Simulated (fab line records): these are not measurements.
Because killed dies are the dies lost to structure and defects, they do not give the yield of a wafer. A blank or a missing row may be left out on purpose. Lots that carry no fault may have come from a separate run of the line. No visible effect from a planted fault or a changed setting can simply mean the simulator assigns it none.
Problem report, 8D (eight disciplines) form, completed by code | flow n5-finfet | the parts of the form that need people (team, actions taken, sign-off) are left out

1. THE ISSUE
plate-temp-C at N5_FIN_CUT_COAT_18 reads a mean of 208.49 C on 6 wafers of 2 lots; wafers without a fault read 249.99 C with a standard deviation of 0.16. So: -99 or more standard deviations from the usual mean.
The step: time 60 s, resist thk 230 nm.
First observed at day 6 08:08: wafer L828.1, on litho-track-05. The record has a number at this step for 33 wafers belonging to 11 lots. Rule for "out" (also "out of limits"): further than 4 standard deviations from the usual mean. All remaining wafers that have a number are taken as sound.

2. WHAT THIS IS AND IS NOT
question                    | is                                 | is not
which readings at this step | plate-temp-C, heater-power-total-W | resist-line-temp-C
which lots                  | L828, L829                         | L811, L813, L816, L817, L819, L821, L823, L824, L834
which wafers of those lots  | all that have a number             | -
read on which tools         | litho-track-05                     | litho-track-02, litho-track-03
when                        | from day 6 08:08                   | up to then (24 sound wafers); but 3 sound wafers of L834 came after

3. WHAT RULES OUT EACH SUSPECT
Counting: any tool at a process step up to the reading is kept as a suspect provided that every lot that is out went through it and no sound lot did after the first of them.
- litho-track-05 at N5_FIN_CUT_COAT_18 (time 60 s, resist thk 230 nm): kept. It ran every lot that is out, first L828 (day 6 08:08), and no sound lot after that; its last sound lot up to then is L824 (day 5 08:28). Its own heater-power-total-W, plate-temp-C readings are out on those wafers.
After counting, what remains is litho-track-05 at N5_FIN_CUT_COAT_18.

4. THE CAUSE (what the simulator had put in)
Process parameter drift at N5_FIN_CUT_COAT_18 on litho-track-05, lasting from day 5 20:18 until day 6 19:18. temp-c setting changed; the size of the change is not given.
After counting, this tool was the only one left.

5. THE EFFECT CHAIN, in route order
Each row: a reading where the mean over the struck wafers with a number is more than 3 standard deviations away from the usual. Only readings whose record carries a usual standard deviation are examined. hours: median over the lots of the time between each lot's start at the first step of this table that gives one and its start at this step. sigmas: the change, counted in usual standard deviations.
hours | step               | reading              | usual    | on struck wafers | change | sigmas
0     | N5_FIN_CUT_COAT_18 | heater-power-total-W | 500.5 W  | 400.4            | -100.1 | -56
0     | N5_FIN_CUT_COAT_18 | plate-temp-C         | 249.99 C | 208.49           | -41.50 | -99 or more
It contains these process steps:
- N5_FIN_CUT_COAT_18: time 60 s, resist thk 230 nm.

6. HOW IT WOULD HAVE BEEN CAUGHT EARLIER
In this record the first reading out of limits was taken at day 6 08:08, 12 hours after the fault began at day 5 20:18.
